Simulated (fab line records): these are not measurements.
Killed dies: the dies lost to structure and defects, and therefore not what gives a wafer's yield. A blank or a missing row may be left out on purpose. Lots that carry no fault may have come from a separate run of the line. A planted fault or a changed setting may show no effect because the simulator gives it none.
fab line records -- flow nand-harc
record: lots: 12, wafers: 36, last-day: 33
route steps=1302 shown A_CONTACT@1028 END@1302
lots that met no fault: taken from a fault-free run of the same line
start-h: the number of hours between the record's first day and the start of the first shown wafer of the lot -- wait-h: time in hours since the lot's previous step -- " repeats the value in the row above -- L1.1+2: one row covering several wafers at once -- - no value, or no start given -- * or withheld: withheld -- < > ~ a bound
route shown NAME@n: NAME is a module with steps in the file, n the number in the route of the first one -- usual: the fault-free wafers' mean and standard deviation -- same: alike in all rows -- chamber/n: place in a boat -- sites: per-site readings -- _std_site: how widely they spread, as a standard deviation -- _edge_site: inner sites' mean taken away from outer sites' mean -- radius-mm: for every site, how far away it sits from the centre of the wafer -- mask NAME#n: copy n -- behind: tool/chamber where the wafer was last shaped -- hold: why the lot was held/for how many hours/how that ended -- device: names the non-switching transistor (n, p or np) -- end of line: at the end of the route, the tests of the same wafers -- for a step that has no rows: nothing shown but its recipe -- killed: dies lost to structure and defects at the first sort, not the wafer's yield -- map: a wafer's dies, marking killed ones x, the rest . and places with no die _
set.NAME: the setting as run; set.NAME@STEP: as run at that earlier step -- model.NAME: the simulator's own value behind a step, which no gauge read
route steps across a sampled set of lots; one table per step, one row per wafer
services: when a tool's chamber went out of use (start-h, in hours from the record's first day, below 0 if earlier), for how many hours, and the reason
== steps ==
step: NHARC_A_CONTACT_DEP_58
recipe: target-thk-a: 900, target-thk-nm: 90, temp-c: 400, pressure-torr: 3.5, flow-sccm: 200, rf-w: 350, material: SiON
usual: heater-power-w: 735/96
lot.wafer,tool,chamber,start-h,wait-h,heater-power-w
L221.1,pecvd-03,1,490.83,2.7,657
L221.6,pecvd-03,0,490.83,2.7,898
L221.5,pecvd-03,2,490.83,2.7,776
L222.2,pecvd-03,0,510.22,2.2,856
L222.1,pecvd-03,1,510.22,2.2,671
L222.5,pecvd-03,0,510.22,2.2,874
L225.2,pecvd-01,0,521.72,2.3,695
L225.1,pecvd-01,1,521.72,2.3,737
L225.4,pecvd-01,2,521.72,2.3,735
L224.2,pecvd-01,2,539.95,2.2,635
L224.1,pecvd-01,1,539.95,2.2,767
L224.6,pecvd-01,0,539.95,2.2,716
L227.2,pecvd-02,1,554.81,2.2,812
L227.4,pecvd-02,2,554.81,2.2,680
L227.5,pecvd-02,1,554.81,2.2,807
L226.3,pecvd-03,0,565.46,1.6,797
L226.2,pecvd-03,2,565.46,1.6,821
L226.4,pecvd-03,0,565.46,1.6,818
L233.1,pecvd-01,1,607.09,2.7,740
L233.2,pecvd-01,2,607.09,2.7,726
L233.3,pecvd-01,0,607.09,2.7,661
L232.2,pecvd-03,0,608.53,2.2,780
L232.3,pecvd-03,2,608.53,2.2,772
L232.5,pecvd-03,0,608.53,2.2,772
L234.3,pecvd-03,0,642.12,1.6,940
L234.6,pecvd-03,0,642.12,1.6,952
L234.4,pecvd-03,1,642.12,1.6,608
L242.3,pecvd-02,0,710.37,1.6,663
L242.2,pecvd-02,1,710.37,1.6,745
L242.6,pecvd-02,2,710.37,1.6,681
L243.3,pecvd-02,0,718.86,1.7,653
L243.6,pecvd-02,2,718.86,1.7,607
L243.4,pecvd-02,1,718.86,1.7,732
L244.1,pecvd-01,1,729.01,2.8,619
L244.3,pecvd-01,2,729.01,2.8,770
L244.6,pecvd-01,1,729.01,2.8,660
step: NHARC_A_CONTACT_ETCH_75
recipe: target-depth-a: 390, over-etch-frac: 0.3, time-s: 65, ion-energy-ev: 80, cf4-flow-sccm: 150, ar-flow-sccm: 0, rf-w: 300, bias-w: 100, chemistry: CF4
usual: cf4-flow-sccm: 150.0/0.48, drypump-motor-current-A: 5.67/0.29, oes-product-au: 1.000/0.017, rf-vpp-V: 151.6/1.4, showerhead-plenum-p-Torr: 1.79/0.096, throttle-valve-pct: 13.283/0.009
lot.wafer,tool,chamber,start-h,wait-h,cf4-flow-sccm,drypump-motor-current-A,oes-product-au,rf-hours-counter-h,rf-vpp-V,showerhead-plenum-p-Torr,throttle-valve-pct
L221.1,rie-diel-12,3,491.81,0.1,150.7,5.42,1.013,7,150.4,1.85,13.297
L221.5,rie-diel-12,0,491.81,0.1,148.9,5.54,1.017,-,154.3,1.91,13.267
L221.6,rie-diel-12,1,491.81,0.1,150.4,6.08,0.997,-,148.9,1.65,13.281
L222.2,rie-diel-10,2,511.21,0.1,149.1,5.53,1.026,26,149.4,1.64,13.279
L222.1,rie-diel-10,3,511.21,0.1,149.8,6.09,1.007,29,150.6,1.75,13.286
L222.5,rie-diel-10,3,511.21,0.1,150.0,6.11,1.005,-,152.5,1.76,13.266
L225.4,rie-diel-12,3,522.72,0.1,150.7,5.42,1.027,15,152.6,1.85,13.278
L225.1,rie-diel-12,0,522.72,0.1,150.7,5.55,1.021,12,152.8,1.90,13.291
L225.2,rie-diel-12,1,522.72,0.1,150.4,6.02,1.011,13,149.6,1.64,13.275
L224.1,rie-diel-12,1,540.82,0.1,150.8,6.04,1.009,15,150.8,1.64,13.275
L224.2,rie-diel-12,0,540.82,0.1,149.6,5.56,1.023,14,153.5,1.90,13.283
L224.6,rie-diel-12,1,540.82,0.1,150.2,6.03,1.001,-,150.0,1.64,13.278
L227.2,rie-diel-12,3,555.62,0.1,150.0,5.41,1.024,20,152.0,1.85,13.292
L227.4,rie-diel-12,1,555.62,0.1,149.6,6.05,1.006,18,149.1,1.64,13.283
L227.5,rie-diel-12,0,555.62,0.1,150.0,5.55,1.017,-,151.6,1.90,13.272
L226.2,rie-diel-05,2,566.46,0.1,150.8,5.53,1.024,46,151.0,1.72,13.268
L226.3,rie-diel-05,3,566.46,0.1,150.9,5.66,0.978,47,152.6,1.88,13.297
L226.4,rie-diel-05,0,566.46,0.1,150.1,5.73,1.002,45,151.3,1.78,13.297
L233.1,rie-diel-10,2,608.09,0.1,149.5,5.55,1.012,0,152.9,1.91,13.274
L233.2,rie-diel-10,3,608.09,0.1,150.0,6.08,0.994,0,151.9,1.75,13.292
L233.3,rie-diel-10,1,608.09,0.1,149.8,5.16,0.998,0,151.5,1.81,13.282
L232.3,rie-diel-05,3,609.53,0.1,149.8,5.66,0.988,5,153.5,1.87,13.291
L232.2,rie-diel-05,0,609.53,0.1,149.7,5.77,1.014,4,151.1,1.78,13.282
L232.5,rie-diel-05,2,609.53,0.1,149.7,5.56,1.029,-,150.5,1.72,13.275
L234.3,rie-diel-05,1,643.19,0.1,150.3,5.10,0.980,16,150.2,1.70,13.283
L234.4,rie-diel-05,3,643.19,0.1,150.3,5.67,0.992,20,152.2,1.87,13.275
L234.6,rie-diel-05,0,643.19,0.1,149.8,5.76,1.006,-,150.5,1.78,13.277
L242.2,rie-diel-12,3,711.37,0.1,148.8,5.46,1.022,10,152.1,1.84,13.283
L242.3,rie-diel-12,0,711.37,0.1,150.7,5.53,0.993,10,152.8,1.90,13.296
L242.6,rie-diel-12,0,711.37,0.1,151.0,5.56,0.998,-,153.7,1.90,13.276
L243.4,rie-diel-12,0,719.83,0.1,149.4,5.56,0.995,12,152.7,1.90,13.275
L243.3,rie-diel-12,1,719.83,0.1,150.5,6.08,0.978,13,153.7,1.90,13.306
L243.6,rie-diel-12,0,719.83,0.1,149.6,5.55,1.002,-,151.2,1.90,13.283
L244.1,rie-diel-12,0,729.97,0.1,150.4,5.54,0.995,14,154.1,1.90,13.272
L244.3,rie-diel-12,1,729.97,0.1,150.1,6.08,0.979,15,153.4,1.90,13.293
L244.6,rie-diel-12,0,729.97,0.1,150.2,5.54,1.000,-,153.2,1.90,13.295
step: NHARC_A_CONTACT_ETCH_77
recipe: target-depth-a: 1089, time-s: 54.5, cf4-flow-sccm: 100, chf3-flow-sccm: 30, ar-flow-sccm: 0, rf-w: 500, bias-w: 200, chemistry: CF4/CHF3
usual: cf4-flow-sccm: 99.9/0.31, chf3-flow-sccm: 30.00/0.089, drypump-motor-current-A: 5.68/0.29, oes-product-au: 0.944/0.024, rf-vpp-V: 371/3, showerhead-plenum-p-Torr: 1.59/0.088, throttle-valve-pct: 16.804/0.0099
lot.wafer,tool,chamber,start-h,wait-h,cf4-flow-sccm,chf3-flow-sccm,drypump-motor-current-A,oes-product-au,rf-hours-counter-h,rf-vpp-V,showerhead-plenum-p-Torr,throttle-valve-pct
L221.1,rie-diel-12,2,492.25,-,100.1,29.91,5.90,0.901,7,367,1.47,16.812
L221.6,rie-diel-12,3,492.25,-,99.5,30.05,5.45,0.942,-,374,1.65,16.812
L221.5,rie-diel-12,0,492.25,-,99.9,29.73,5.53,0.937,-,375,1.70,16.796
L222.1,rie-diel-10,3,511.65,-,100.4,30.11,6.12,0.923,29,370,1.56,16.805
L222.2,rie-diel-10,0,511.65,-,100.5,29.94,6.14,0.933,29,368,1.46,16.782
L222.5,rie-diel-10,3,511.65,-,99.9,30.01,6.08,0.927,-,370,1.56,16.789
L225.2,rie-diel-12,1,523.16,-,100.3,30.00,6.00,0.921,13,367,1.46,16.815
L225.4,rie-diel-12,3,523.16,-,100.6,29.86,5.44,0.941,15,374,1.64,16.809
L225.1,rie-diel-12,0,523.16,-,100.1,29.95,5.54,0.938,12,375,1.70,16.819
L224.1,rie-diel-12,0,541.27,-,100.3,29.93,5.54,0.944,14,376,1.70,16.814
L224.2,rie-diel-12,1,541.27,-,99.6,30.08,6.06,0.939,16,366,1.46,16.805
L224.6,rie-diel-12,2,541.27,-,100.4,29.99,5.88,0.914,-,366,1.47,16.805
L227.4,rie-diel-12,1,556.05,-,99.9,30.11,6.08,0.938,19,366,1.46,16.803
L227.2,rie-diel-12,2,556.05,-,99.9,29.95,5.93,0.921,19,367,1.47,16.812
L227.5,rie-diel-12,1,556.05,-,100.3,29.97,6.04,0.943,-,367,1.46,16.792
L226.4,rie-diel-05,1,566.94,-,99.5,30.14,5.11,0.930,44,369,1.52,16.800
L226.3,rie-diel-05,2,566.94,-,99.9,29.95,5.54,0.939,47,369,1.53,16.821
L226.2,rie-diel-05,0,566.94,-,99.9,29.85,5.77,0.925,46,372,1.59,16.789
L233.3,rie-diel-10,0,608.53,-,99.9,30.09,6.12,0.958,0,374,1.70,16.798
L233.1,rie-diel-10,1,608.53,-,100.0,30.07,5.19,0.986,0,372,1.61,16.806
L233.2,rie-diel-10,3,608.53,-,100.3,29.87,6.06,0.963,0,369,1.55,16.815
L232.2,rie-diel-05,0,609.96,-,99.4,30.12,5.78,0.990,5,372,1.58,16.785
L232.3,rie-diel-05,2,609.96,-,100.0,30.01,5.50,0.979,4,368,1.53,16.807
L232.5,rie-diel-05,0,609.96,-,99.8,29.99,5.76,0.973,-,372,1.58,16.794
L234.4,rie-diel-05,1,643.63,-,100.1,29.91,5.11,0.964,16,369,1.51,16.812
L234.3,rie-diel-05,2,643.63,-,99.5,30.14,5.54,0.975,16,369,1.52,16.805
L234.6,rie-diel-05,3,643.63,-,100.2,30.07,5.67,0.945,-,375,1.67,16.815
L242.2,rie-diel-12,0,711.81,-,99.8,29.85,5.55,0.924,10,375,1.69,16.793
L242.3,rie-diel-12,1,711.81,-,99.9,29.89,6.04,0.792,12,374,1.70,16.801
L242.6,rie-diel-12,3,711.81,-,99.7,29.99,5.43,0.944,-,373,1.64,16.807
L243.4,rie-diel-12,3,720.28,-,99.5,30.04,5.45,0.976,12,372,1.64,16.808
L243.3,rie-diel-12,0,720.28,-,99.5,30.06,5.54,0.829,12,374,1.69,16.801
L243.6,rie-diel-12,1,720.28,-,99.3,30.06,6.06,0.936,-,373,1.70,16.800
L244.1,rie-diel-12,2,730.41,-,100.6,30.02,5.89,0.921,14,367,1.46,16.806
L244.3,rie-diel-12,0,730.41,-,99.7,30.03,5.54,0.804,14,374,1.69,16.794
L244.6,rie-diel-12,1,730.41,-,100.2,29.93,6.05,0.917,-,373,1.70,16.802
step: NHARC_A_CONTACT_ETCH_129
recipe: source-w: withheld, pressure-mtorr: 20, bias-v: 3000, time-s: 197, target-depth-a: 19180, ar-flow-sccm: withheld, c4f8-flow-sccm: withheld, o2-flow-sccm: withheld, chemistry: C4F8/O2/Ar
lot.wafer,tool,chamber,start-h,wait-h,rf-hours-counter-h
L221.1,har-cap-etch-03,1,494.19,0.1,37
L221.6,har-cap-etch-03,0,494.19,0.1,-
L221.5,har-cap-etch-03,1,494.19,0.1,-
L222.1,har-cap-etch-03,0,513.58,0.1,44
L222.2,har-cap-etch-03,1,513.58,0.1,44
L222.5,har-cap-etch-03,0,513.58,0.1,-
L225.2,har-cap-etch-02,1,525.06,0.1,93
L225.1,har-cap-etch-02,0,525.06,0.1,93
L225.4,har-cap-etch-02,0,525.06,0.1,-
L224.2,har-cap-etch-01,0,543.19,0.1,4
L224.1,har-cap-etch-01,1,543.19,0.1,4
L224.6,har-cap-etch-01,1,543.19,0.1,-
L227.2,har-cap-etch-02,1,557.97,0.1,99
L227.4,har-cap-etch-02,1,557.97,0.1,-
L227.5,har-cap-etch-02,1,557.97,0.1,-
L226.2,har-cap-etch-01,1,568.89,0.1,10
L226.4,har-cap-etch-01,1,568.89,0.1,-
L226.3,har-cap-etch-01,0,568.89,0.1,-
L233.2,har-cap-etch-03,0,610.46,0.1,59
L233.1,har-cap-etch-03,1,610.46,0.1,59
L233.3,har-cap-etch-03,1,610.46,0.1,-
L232.2,har-cap-etch-01,1,611.88,0.1,19
L232.3,har-cap-etch-01,1,611.88,0.1,-
L232.5,har-cap-etch-01,1,611.88,0.1,-
L234.3,har-cap-etch-03,0,645.61,0.1,-
L234.4,har-cap-etch-03,1,645.61,0.1,-
L234.6,har-cap-etch-03,1,645.61,0.1,-
L242.2,har-cap-etch-03,1,713.75,0.1,77
L242.3,har-cap-etch-03,1,713.75,0.1,-
L242.6,har-cap-etch-03,1,713.75,0.1,-
L243.4,har-cap-etch-02,1,722.26,0.1,-
L243.3,har-cap-etch-02,0,722.26,0.1,-
L243.6,har-cap-etch-02,1,722.26,0.1,-
L244.1,har-cap-etch-01,0,732.36,0.1,43
L244.3,har-cap-etch-01,1,732.36,0.1,-
L244.6,har-cap-etch-01,0,732.36,0.1,-
step: NHARC_END_SORT_01
recipe: temp-c: 25
usual: killed-at-array: 52/17, killed-at-other: 1.2/1.4, killed-at-periphery: 4.7/2.9, killed-dies: 58/17, killed-open: 3.2/1.9, killed-short: 2.4/1.4
same: gross-dies: 677
lot.wafer,tool,chamber,start-h,wait-h,killed-at-array,killed-at-other,killed-at-periphery,killed-dies,killed-open,killed-short
L232.2,prober-01,0,667.78,2.8,66,3,2,71,3,3
L232.3,prober-01,0,668.59,3.1,39,2,2,43,1,1
L232.5,prober-01,0,670.21,3.7,44,0,4,48,2,3
L234.3,prober-01,0,707.41,3.1,47,1,2,50,1,1
L234.4,prober-01,0,708.21,3.4,60,1,3,64,3,2
L234.6,prober-01,0,709.80,4.0,63,0,3,66,7,4
L242.2,prober-02,0,773.68,2.8,45,0,2,47,1,1
L242.3,prober-02,0,774.48,3.1,592,2,8,602,6,3
L242.6,prober-02,0,776.88,4.0,27,5,2,34,1,1
L243.3,prober-01,0,780.17,3.1,589,0,6,595,2,4
L243.4,prober-01,0,780.97,3.4,53,3,7,63,2,3
L243.6,prober-01,0,782.57,4.0,47,3,3,53,6,3
L244.1,prober-01,0,789.66,2.5,43,0,3,46,4,3
L244.3,prober-01,0,791.24,3.1,470,0,3,473,2,1
L244.6,prober-01,0,793.61,4.0,50,0,2,52,2,1
killed by level:class
L232.2 A_SLIT:chamber-film-flake=38 A_CHANNEL_HOLE_D1:chamber-film-flake=16 A_STAIRCASE:chamber-film-flake=4 THIN_TSV:chamber-film-flake=3 A_CONTACT:chamber-film-flake=2 P_STI:geometric-particle:short=1 A_CHANNEL_HOLE_D1:geometric-particle:short=1 A_DECK1_JOINT:geometric-particle:short=1
L232.3 A_CHANNEL_HOLE_D1:chamber-film-flake=17 A_SLIT:chamber-film-flake=16 A_CONTACT:chamber-film-flake=2 THIN_TSV:chamber-film-flake=2 P_M0:geometric-particle:open=1 A_CHANNEL_FILL_D2:geometric-particle:short=1 P_BONDPAD:chamber-film-flake=1 A_ZERO_WELL:chamber-film-flake=1
L232.5 A_SLIT:chamber-film-flake=21 A_CHANNEL_HOLE_D1:chamber-film-flake=13 A_CONTACT:chamber-film-flake=5 P_ZERO_WELL:chamber-film-flake=2 P_GATE:geometric-particle:short=1 A_DECK1_JOINT:geometric-particle:short=1 A_ONON_D2:geometric-particle:open=1 A_WL_FILL:geometric-particle:short=1
L234.3 A_CHANNEL_HOLE_D1:chamber-film-flake=18 A_CHANNEL_HOLE_D2:chamber-film-flake=17 A_CONTACT:chamber-film-flake=7 A_SLIT:chamber-film-flake=2 P_CONTACT:geometric-particle:open=1 A_CHANNEL_HOLE_D2:geometric-particle:short=1 P_ZERO_WELL:chamber-film-flake=1 A_STAIRCASE:chamber-film-flake=1
L234.4 A_CHANNEL_HOLE_D1:chamber-film-flake=28 A_CHANNEL_HOLE_D2:chamber-film-flake=16 A_CONTACT:chamber-film-flake=7 A_ZERO_WELL:chamber-film-flake=2 P_CONTACT:geometric-particle:open=1 P_M0:geometric-particle:open=1 P_M1:geometric-particle:short=1 A_CHANNEL_HOLE_D1:geometric-particle:open=1
L234.6 A_CHANNEL_HOLE_D1:chamber-film-flake=21 A_CHANNEL_HOLE_D2:chamber-film-flake=20 A_CONTACT:chamber-film-flake=7 A_M1:chamber-film-flake=4 A_WL_FILL:geometric-particle:open=2 A_CONTACT:geometric-particle:open=2 P_M0:geometric-particle:open=1 P_M1:geometric-particle:short=1
L242.2 A_CHANNEL_HOLE_D1:chamber-film-flake=18 A_SLIT:chamber-film-flake=13 A_M1:chamber-film-flake=6 A_STAIRCASE:chamber-film-flake=4 A_DECK1_JOINT:chamber-film-flake=2 A_DECK1_JOINT:geometric-particle:short=1 A_WL_FILL:geometric-particle:open=1 P_STI:chamber-film-flake=1
L242.3 A_CONTACT:area-etch=553 A_CHANNEL_HOLE_D1:chamber-film-flake=23 A_STAIRCASE:chamber-film-flake=4 A_SLIT:chamber-film-flake=4 P_CONTACT:geometric-particle:open=2 P_M2:chamber-film-flake=2 A_CONTACT:chamber-film-flake=2 THIN_TSV:chamber-film-flake=2
L242.6 A_CHANNEL_HOLE_D1:chamber-film-flake=12 A_SLIT:chamber-film-flake=4 THIN_TSV:chamber-film-flake=4 A_CONTACT:chamber-film-flake=3 A_M1:chamber-film-flake=3 A_STAIRCASE:chamber-film-flake=2 P_STI:geometric-particle:short=1 A_M0:geometric-particle:open=1
L243.3 A_CONTACT:area-etch=551 A_CHANNEL_HOLE_D2:chamber-film-flake=16 A_CONTACT:chamber-film-flake=9 A_SLIT:chamber-film-flake=5 P_ZERO_WELL:chamber-film-flake=3 P_M2:chamber-film-flake=2 A_STAIRCASE:chamber-film-flake=2 P_GATE:geometric-particle:open=1
L243.4 A_CHANNEL_HOLE_D2:chamber-film-flake=23 A_SLIT:chamber-film-flake=10 A_CONTACT:chamber-film-flake=9 A_STAIRCASE:chamber-film-flake=8 P_ZERO_WELL:chamber-film-flake=3 P_M2:chamber-film-flake=2 THIN_TSV:chamber-film-flake=2 P_STI:geometric-particle:open=1
L243.6 A_CHANNEL_HOLE_D2:chamber-film-flake=16 A_CONTACT:chamber-film-flake=14 A_STAIRCASE:chamber-film-flake=4 A_SLIT:chamber-film-flake=3 A_WL_FILL:geometric-particle:open=2 THIN_TSV:chamber-film-flake=2 P_GATE:geometric-particle:short=1 A_SOURCE_PLATE:geometric-particle:open=1
L244.1 A_SLIT:chamber-film-flake=25 A_CONTACT:chamber-film-flake=6 A_CHANNEL_HOLE_D2:chamber-film-flake=5 A_WL_FILL:geometric-particle:open=2 P_GATE:chamber-film-flake=2 A_ONON_D2:geometric-particle:short=1 A_CHANNEL_FILL_D2:geometric-particle:open=1 A_SGD_CUT:geometric-particle:short=1
L244.3 A_CONTACT:area-etch=433 A_SLIT:chamber-film-flake=21 A_CHANNEL_HOLE_D2:chamber-film-flake=6 A_WL_FILL:chamber-film-flake=3 A_CONTACT:chamber-film-flake=3 A_ONON_D1:geometric-particle:open=1 A_DECK1_JOINT:geometric-particle:short=1 A_WL_FILL:geometric-particle:open=1
L244.6 A_SLIT:chamber-film-flake=35 A_CHANNEL_HOLE_D2:chamber-film-flake=4 A_DECK1_JOINT:chamber-film-flake=2 A_CONTACT:chamber-film-flake=2 A_ONON_D2:geometric-particle:open=1 A_SGD_CUT:geometric-particle:open=1 A_WL_FILL:geometric-particle:short=1 P_STI:chamber-film-flake=1
== services ==
tool,chamber,start-h,hours,kind
rie-diel-12,0,467.53,6.4,repair
rie-diel-12,2,471.53,4.4,repair
rie-diel-12,0,479.83,3.0,repair
rie-diel-10,1,482.68,6.5,repair
pecvd-01,-,492.00,13.0,pm
har-cap-etch-01,-,497.00,17.0,pm
pecvd-02,-,533.68,10.6,repair
rie-diel-10,2,543.91,4.8,repair
pecvd-03,-,547.18,13.0,pm
har-cap-etch-03,-,556.03,13.1,repair
rie-diel-05,-,561.39,0.7,repair
rie-diel-05,1,576.02,10.6,repair
rie-diel-05,-,587.51,9.0,pm
rie-diel-10,-,598.86,9.0,pm
pecvd-03,0,612.42,3.4,repair
rie-diel-12,-,622.40,9.0,pm
rie-diel-05,-,622.42,1.1,repair
rie-diel-12,2,632.62,14.1,repair
rie-diel-10,0,635.75,1.2,repair
pecvd-01,-,649.01,1.3,repair
pecvd-01,0,658.12,9.8,repair
pecvd-01,-,673.22,13.0,pm
rie-diel-10,1,698.98,18.1,repair
pecvd-03,-,728.18,13.0,pm
== key ==
first-sign: step: NHARC_A_CONTACT_ETCH_77, reading: oes-product-au, direction: down, sigmas: 5.7, usual: 0.944, struck: 0.808
effect: step: NHARC_END_SORT_01, reading: killed-at-array, direction: up, sigmas: 30, usual: 52, struck: 550
more-kills-born-at: NHARC_A_CONTACT_ETCH_77@rie-diel-12: 1537
met-at NHARC_A_CONTACT_ETCH_77
struck-lots L242,L243,L244
struck-wafers L242.3,L243.3,L244.3
later-rows-left-out L242.3,L243.3,L244.3
tester-left-out L242,L243,L244
not-acting-at NHARC_A_CONTACT_DEP_58,NHARC_A_CONTACT_ETCH_75,NHARC_A_CONTACT_ETCH_129
onset-between 556.05 711.81
fault: kind: process-parameter-drift, tool: rie-diel-12, chamber: -, onset-h: 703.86, steps: NHARC_A_CONTACT_ETCH_77, channel: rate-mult, offset: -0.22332, shape: step, end-h: 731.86, scope: struck-wafers-only
tester-left-out: of these lots the tester's yield and bins aren't shown, on N5 and GAA mostly nor the transistor test; their killed dies are dies lost to structure and defects alone, not to doping, threshold or leakage, so they don't give the yield
later-rows-left-out: the simulator's readings of these wafers behind a module that went badly wrong aren't trusted and aren't shown, but for the sort
